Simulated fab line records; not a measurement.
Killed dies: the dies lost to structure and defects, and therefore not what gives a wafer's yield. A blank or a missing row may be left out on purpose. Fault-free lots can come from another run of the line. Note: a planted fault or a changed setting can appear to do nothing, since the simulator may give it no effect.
fab line records	flow n5_finfet
record: lots: 6	wafers: 17	last_day: 15
route steps=1938 shown FIN_SAQP@96 PASSIVATION@1936
lots that met no fault: taken from a fault-free run of the same line
start_h: hours from the record's first day to the start of the lot's first wafer shown	wait_h: hours from the lot's prior step to this one	" same as the row above	L1.1+2: a row that stands for several wafers	- no value, or no start was given	* or withheld: withheld	< > ~ a bound
route shown NAME@n: names a module that has steps shown in the file, with the first one's number in the route	usual: average and standard deviation across the fault-free wafers	same: alike in all rows	chamber/n: place in a boat	sites: readings site by site	_std_site: standard deviation of those values	_edge_site: outer sites' mean less inner sites'	radius_mm: for every site, how far away it sits from the centre of the wafer	mask NAME#n: copy n	behind: the last tool/chamber to shape the wafer	hold: the reason the lot was held/the length of the hold in hours/how it ended	device: names the non-switching transistor (n, p or np)	end of line: at the end of the route, the tests of the same wafers	a step given without rows: its recipe and nothing more	killed: not the wafer's yield, but the dies lost to structure and defects at the first sort	map: shows each die of a wafer: x if killed, . if not, _ if none is there
set.NAME: the setting as run; set.NAME@STEP: as run at that earlier step	model.NAME: the simulator's own value behind a step, which no gauge read
lots seen at some steps along the route; tables by step, rows by wafer
services: when a tool's chamber went out of use (start_h, in hours from the record's first day, below 0 if earlier), for how many hours, and the reason
== steps ==
step: N5_FIN_SAQP_HM_DEP_03
recipe: material: SiNx	target_thk_a: 380	temp_c: 400	precursor: SiH4/NH3/N2	pressure_torr: 1.5	rf_w: 300	time_s: 33.6
usual: heater_power_w: 762/110	showerhead_plenum_p_Torr: 5.18/0.089	throttle_valve_pct: 40/3.5
lot.wafer	tool	chamber	start_h	wait_h	heater_power_w	showerhead_plenum_p_Torr	throttle_valve_pct
L616.2	pecvd-03	0	21.01	0.2	849	5.31	43
L616.5	"	0	"	"	825	5.32	43
L625.2	pecvd-04	1	75.01	0.2	649	5.08	42
L625.3	"	2	"	"	825	5.20	38
L625.5	"	0	"	"	916	5.07	45
L626.1	pecvd-04	1	81.47	0.2	717	5.07	42
L626.2	"	2	"	"	721	5.20	38
L626.3	"	0	"	"	968	5.07	45
L628.3	pecvd-03	1	92.42	0.1	805	5.27	42
L628.4	"	2	"	"	603	5.13	34
L628.5	"	1	"	"	810	5.28	42
L629.1	pecvd-03	2	99.90	0.2	609	5.13	34
L629.2	"	0	"	"	840	5.32	43
L629.3	"	1	"	"	814	5.28	42
L630.2	pecvd-03	0	104.75	0.2	824	5.32	43
L630.4	"	0	"	"	794	5.33	44
L630.6	"	2	"	"	599	5.14	34
step: N5_FIN_SAQP_THK_MEAS_05
usual: thk_nm: 37.7/0.5
lot.wafer	tool	chamber	start_h	wait_h	thk_nm
L616.2	film_metro-01	-	21.10	0.1	37.8
L616.5	"	-	"	"	38.4
L625.2	film_metro-01	-	75.09	0.1	37.7
L625.3	"	-	"	"	37.3
L625.5	"	-	"	"	37.4
L626.1	film_metro-02	-	81.56	0.1	37.7
L626.2	"	-	"	"	37.2
L626.3	"	-	"	"	37.2
L628.3	film_metro-02	-	92.51	0.1	37.4
L628.4	"	-	"	"	38.2
L628.5	"	-	"	"	37.9
L629.1	film_metro-02	-	99.98	0.1	37.1
L629.2	"	-	"	"	37.3
L629.3	"	-	"	"	36.9
L630.2	film_metro-01	-	104.84	0.1	38.1
L630.4	"	-	"	"	38.8
L630.6	"	-	"	"	37.6
step: N5_FIN_SAQP_PECVD_47
recipe: material: a-Si	target_thk_a: 450	temp_c: 400	precursor: SiH4/He	pressure_torr: 3	rf_w: 100	time_s: 36.3
usual: heater_power_w: 848/110	showerhead_plenum_p_Torr: 5.70/0.066	throttle_valve_pct: 18.2/1.5
lot.wafer	tool	chamber	start_h	wait_h	heater_power_w	showerhead_plenum_p_Torr	throttle_valve_pct
L616.2	pecvd-01	0	21.14	0.0	981	5.63	18.1
L616.5	"	1	"	"	837	5.73	17.1
L625.2	pecvd-01	2	75.13	0.0	931	5.68	16.5
L625.3	"	0	"	"	975	5.63	18.4
L625.5	"	2	"	"	943	5.70	16.6
L626.1	pecvd-03	2	81.59	0.0	687	5.67	15.6
L626.2	"	1	"	"	946	5.77	19.1
L626.3	"	0	"	"	864	5.79	19.8
L628.3	pecvd-04	2	92.55	0.0	777	5.70	17.7
L628.4	"	2	"	"	787	5.71	17.8
L628.5	"	0	"	"	847	5.62	20.6
L629.1	pecvd-03	2	100.02	0.0	686	5.64	15.7
L629.2	"	0	"	"	961	5.79	19.8
L629.3	"	1	"	"	920	5.77	19.4
L630.2	pecvd-04	0	104.87	0.0	963	5.61	20.3
L630.4	"	1	"	"	770	5.62	19.1
L630.6	"	0	"	"	966	5.62	20.3
step: N5_FIN_SAQP_PECVD_48
recipe: material: SiNx	target_thk_a: 250	temp_c: 400	precursor: SiH4/NH3/N2	pressure_torr: 1.5	rf_w: 300	time_s: 22.1
usual: heater_power_w: 753/110	showerhead_plenum_p_Torr: 5.18/0.087	throttle_valve_pct: 40/3.3
lot.wafer	tool	chamber	start_h	wait_h	heater_power_w	showerhead_plenum_p_Torr	throttle_valve_pct
L616.2	pecvd-01	0	21.20	0.0	914	5.09	40
L616.5	"	1	"	"	678	5.22	38
L625.2	pecvd-01	2	75.17	0.0	715	5.19	36
L625.3	"	0	"	"	864	5.09	40
L625.5	"	2	"	"	719	5.18	36
L626.1	pecvd-03	2	81.64	0.0	533	5.14	34
L626.2	"	1	"	"	868	5.26	42
L626.3	"	0	"	"	758	5.32	43
L628.3	pecvd-04	2	92.59	0.0	772	5.18	39
L628.4	"	2	"	"	794	5.20	38
L628.5	"	0	"	"	924	5.07	45
L629.1	pecvd-03	2	100.06	0.0	633	5.12	34
L629.2	"	0	"	"	766	5.32	43
L629.3	"	1	"	"	762	5.28	42
L630.2	pecvd-04	0	104.92	0.0	860	5.07	45
L630.4	"	1	"	"	693	5.08	42
L630.6	"	0	"	"	860	5.07	45
step: N5_FIN_SAQP_PECVD_06
recipe: material: a-Si	target_thk_a: 600	temp_c: 400	precursor: SiH4/He	pressure_torr: 3	rf_w: 100	time_s: 48.1
usual: heater_power_w: 831/110	showerhead_plenum_p_Torr: 5.70/0.065	throttle_valve_pct: 18.3/1.5
lot.wafer	tool	chamber	start_h	wait_h	heater_power_w	showerhead_plenum_p_Torr	throttle_valve_pct
L616.2	pecvd-01	0	21.26	0.0	907	5.62	18.1
L616.5	"	1	"	"	771	5.71	17.2
L625.2	pecvd-01	2	75.21	0.0	798	5.70	16.5
L625.3	"	0	"	"	983	5.62	18.3
L625.5	"	2	"	"	833	5.70	16.3
L626.1	pecvd-03	2	81.68	0.0	649	5.67	16.0
L626.2	"	1	"	"	792	5.76	19.2
L626.3	"	0	"	"	943	5.81	19.8
L628.3	pecvd-04	2	92.63	0.0	783	5.71	17.4
L628.4	"	2	"	"	781	5.71	17.3
L628.5	"	0	"	"	1011	5.61	20.6
L629.1	pecvd-03	2	100.10	0.0	646	5.64	15.5
L629.2	"	0	"	"	891	5.80	19.7
L629.3	"	1	"	"	951	5.76	19.4
L630.2	pecvd-04	0	104.96	0.0	885	5.61	20.4
L630.4	"	1	"	"	771	5.63	19.0
L630.6	"	0	"	"	898	5.61	20.4
step: N5_FIN_SAQP_THK_MEAS_07
usual: thk_nm: 60.0/0.82
lot.wafer	tool	chamber	start_h	wait_h	thk_nm
L616.2	film_metro-01	-	21.38	0.1	57.9
L616.5	"	-	"	"	60.3
L625.2	film_metro-01	-	75.30	0.1	60.4
L625.3	"	-	"	"	59.9
L625.5	"	-	"	"	61.1
L626.1	film_metro-02	-	81.76	0.1	59.2
L626.2	"	-	"	"	58.6
L626.3	"	-	"	"	58.6
L628.3	film_metro-02	-	92.72	0.1	60.5
L628.4	"	-	"	"	60.8
L628.5	"	-	"	"	60.4
L629.1	film_metro-02	-	100.19	0.1	61.2
L629.2	"	-	"	"	59.7
L629.3	"	-	"	"	60.0
L630.2	film_metro-01	-	105.05	0.1	58.7
L630.4	"	-	"	"	60.7
L630.6	"	-	"	"	59.9
step: N5_FIN_SAQP_HM_DEP_72
recipe: material: SiO2	target_thk_a: 120	temp_c: 400	precursor: SiH4/N2O	pressure_torr: 0.75	rf_w: 275	time_s: 7.2
usual: heater_power_w: 773/110	showerhead_plenum_p_Torr: 8.21/0.17
lot.wafer	tool	chamber	start_h	wait_h	heater_power_w	showerhead_plenum_p_Torr
L616.2	pecvd-01	1	21.41	0.0	653	8.32
L616.5	"	1	"	"	639	8.30
L625.2	pecvd-04	1	75.34	0.0	726	8.03
L625.3	"	2	"	"	796	8.27
L625.5	"	0	"	"	957	8.02
L626.1	pecvd-04	2	81.80	0.0	810	8.26
L626.2	"	0	"	"	959	8.00
L626.3	"	1	"	"	649	8.00
L628.3	pecvd-03	0	92.76	0.0	883	8.50
L628.4	"	0	"	"	894	8.50
L628.5	"	2	"	"	574	8.13
L629.1	pecvd-04	1	100.23	0.0	706	8.00
L629.2	"	2	"	"	797	8.26
L629.3	"	0	"	"	972	8.00
L630.2	pecvd-01	1	105.08	0.0	781	8.30
L630.4	"	1	"	"	765	8.30
L630.6	"	1	"	"	776	8.31
step: N5_FIN_SAQP_COAT_49
recipe: resist: SOC	temp_c: 250	time_s: 60	spin_rpm: 1500	resist_thk_nm: 100
step: N5_FIN_SAQP_COAT_50
recipe: resist: SiARC	temp_c: 220	time_s: 60	spin_rpm: 1500	resist_thk_nm: 35
step: N5_FIN_SAQP_COAT_10
recipe: resist: CAR-ArF	spin_rpm: 1500	resist_thk_nm: 90
step: N5_FIN_SAQP_EBR_12
recipe: solvent: PGMEA	ebr_width_mm: 1.5
step: N5_FIN_SAQP_SOFTBAKE_11
recipe: temp_c: 110	time_s: 60	resist: CAR-ArF
step: N5_FIN_SAQP_EXPOSE_13
recipe: mask_id: FIN_CORE	na: 1.35	source_shape: dipole	sigma_inner: 0.538	sigma_outer: 0.738	polarization: te	target_cd_nm: 35.6	dose_mj: 63.25
usual: exposure_dose_mJ_cm2: 63.22/0.062
same: sigma_outer: 0.738
lot.wafer	tool	chamber	start_h	wait_h	mask	exposure_dose_mJ_cm2
L616.2	arfi_scanner-02	0	21.64	-	FIN_CORE#0	63.28
L616.5	"	0	"	"	FIN_CORE#0	63.23
L625.2	arfi_scanner-01	0	75.66	-	FIN_CORE#0	58.71
L625.3	"	0	"	"	FIN_CORE#0	58.70
L625.5	"	0	"	"	FIN_CORE#0	58.61
L626.1	arfi_scanner-01	0	82.00	-	FIN_CORE#0	59.73
L626.2	"	0	"	"	FIN_CORE#0	59.65
L626.3	"	0	"	"	FIN_CORE#0	59.77
L628.3	arfi_scanner-03	0	93.09	-	FIN_CORE#0	63.24
L628.4	"	0	"	"	FIN_CORE#0	63.28
L628.5	"	0	"	"	FIN_CORE#0	63.28
L629.1	arfi_scanner-03	0	100.42	-	FIN_CORE#0	63.14
L629.2	"	0	"	"	FIN_CORE#0	63.21
L629.3	"	0	"	"	FIN_CORE#0	63.20
L630.2	arfi_scanner-02	0	105.43	-	FIN_CORE#0	63.11
L630.4	"	0	"	"	FIN_CORE#0	63.13
L630.6	"	0	"	"	FIN_CORE#0	63.14
step: N5_FIN_SAQP_PEB_14
recipe: peb_temp_c: withheld	peb_time_s: 60	resist: CAR-ArF
step: N5_FIN_SAQP_DEVELOP_15
recipe: develop_time_s: 30	developer: TMAH	resist: CAR-ArF	dev_temp_c: 23	rinse_liquid: diw	dry: air_spin
step: N5_FIN_SAQP_CD_MEAS_16
recipe: target_cd_nm: 35.6	landing_energy_ev: 500	detector: se_inlens
usual: cd_nm: 35.55/0.3
lot.wafer	tool	chamber	start_h	wait_h	cd_nm
L616.2	cd_sem-01	0	21.76	-	35.39
L616.5	"	0	"	"	35.73
L625.2	cd_sem-02	0	75.79	-	37.54
L625.3	"	0	"	"	37.22
L625.5	"	0	"	"	37.48
L626.1	cd_sem-02	0	82.13	-	36.98
L626.2	"	0	"	"	36.58
L626.3	"	0	"	"	36.93
L628.3	cd_sem-03	0	93.21	-	35.44
L628.4	"	0	"	"	35.49
L628.5	"	0	"	"	35.44
L629.1	cd_sem-01	0	100.55	-	36.02
L629.2	"	0	"	"	35.81
L629.3	"	0	"	"	35.66
L630.2	cd_sem-03	0	105.56	-	35.35
L630.4	"	0	"	"	35.04
L630.6	"	0	"	"	34.91
step: N5_FIN_SAQP_OVL_MEAS_17
recipe: points_per_wafer: 44
usual: FIN_CORE_OVL: 0.2/0.84
lot.wafer	tool	chamber	start_h	wait_h	FIN_CORE_OVL[nm]
L616.2	overlay-02	0	21.80	0.0	-0.3
L616.5	"	0	"	"	-0.8
L625.2	overlay-01	0	75.82	0.0	0.3
L625.3	"	0	"	"	0.3
L625.5	"	0	"	"	-0.9
L626.1	overlay-02	0	82.17	0.0	1.0
L626.2	"	0	"	"	1.5
L626.3	"	0	"	"	1.4
L628.3	overlay-02	0	93.24	0.0	0.8
L628.4	"	0	"	"	-1.2
L628.5	"	0	"	"	-1.7
L629.1	overlay-02	0	100.59	0.0	-0.9
L629.2	"	0	"	"	-0.8
L629.3	"	0	"	"	0.4
L630.2	overlay-01	0	105.59	0.0	0.2
L630.4	"	0	"	"	0.2
L630.6	"	0	"	"	-0.3
step: N5_PASSIVATION_PROBE_49
usual: killed_at_M0_to_M3: 33/9.9	killed_at_M4_up: 14/6.4	killed_at_contacts: 12/7	killed_at_front_end: 41/13	killed_at_other: 3.1/2.9	killed_dies: 103/20	killed_open: 67/14	killed_short: 34/9.4
same: gross_dies: 1180	killed_at_back_side: 0
lot.wafer	tool	chamber	start_h	wait_h	killed_at_M0_to_M3	killed_at_M4_up	killed_at_contacts	killed_at_front_end	killed_at_other	killed_dies	killed_open	killed_short
L628.5	prober-01	-	345.65	0.2	24	12	14	41	3	94	64	27
killed by level:class
L628.5 FIN_SAQP:geometric_particle:open=13 MOL_CONTACT_COAG:geometric_particle:open=12 BEOL_M2:geometric_particle:open=8 FIN_SAQP:geometric_particle:short=6 BEOL_M0_SAQP:geometric_particle:open=5 BEOL_M4:geometric_particle:open=5 STI_FIN_REVEAL:geometric_particle:open=4 BEOL_M0_SAQP:geometric_particle:short=4
== services ==
tool	chamber	start_h	hours	kind
arfi_scanner-02	-	4.52	1.0	pm
pecvd-03	2	5.94	2.1	scheduled_down
arfi_scanner-01	-	9.83	2.1	repair
arfi_scanner-03	0	11.93	-	calibration
pecvd-04	-	19.98	14.6	pm
pecvd-01	2	21.12	-	clean
pecvd-01	2	21.12	-	consumable_replace:showerhead
pecvd-01	2	21.12	29.0	scheduled_down
pecvd-01	2	21.12	29.0	vent_cycle
arfi_scanner-03	-	25.79	0.8	pm
arfi_scanner-02	-	26.61	1.0	pm
arfi_scanner-01	-	39.98	1.3	pm
pecvd-04	-	52.20	5.5	pm
arfi_scanner-03	-	66.68	0.4	repair
pecvd-03	1	69.43	5.5	scheduled_down
arfi_scanner-01	-	78.91	1.0	pm
arfi_scanner-01	0	81.92	-	calibration
arfi_scanner-02	0	84.99	-	calibration
pecvd-01	0	98.28	16.8	repair
== key ==
first_sign: step: N5_FIN_SAQP_EXPOSE_13	reading: exposure_dose_mJ_cm2	direction: down	sigmas: 65	usual: 63.22	struck: 59.20
effect: step: N5_FIN_SAQP_CD_MEAS_16	reading: cd_nm	direction: up	sigmas: 5.2	usual: 35.55	struck: 37.12	through: control_loop
met_at N5_FIN_SAQP_EXPOSE_13
struck_wafers L625.2,L625.3,L625.5,L626.1,L626.2,L626.3
tester_left_out L625,L626
loop_trim: step: N5_FIN_SAQP_EXPOSE_13	setting: dose	lots: L626
fault: kind: process_parameter_drift	tool: arfi_scanner-01	chamber: -	onset_h: 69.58	steps: N5_FIN_SAQP_EXPOSE_13	channel: dose_mj	offset: -4.4789	shape: step	acts_in: these_recipes_only	stated: 63.25
tester_left_out: of these lots the tester's yield and bins aren't shown, on N5 and GAA mostly nor the transistor test; their killed dies are dies lost to structure and defects alone, not to doping, threshold or leakage, so they don't give the yield
loop_trim: a control loop set the setting to another value than it would have without faults
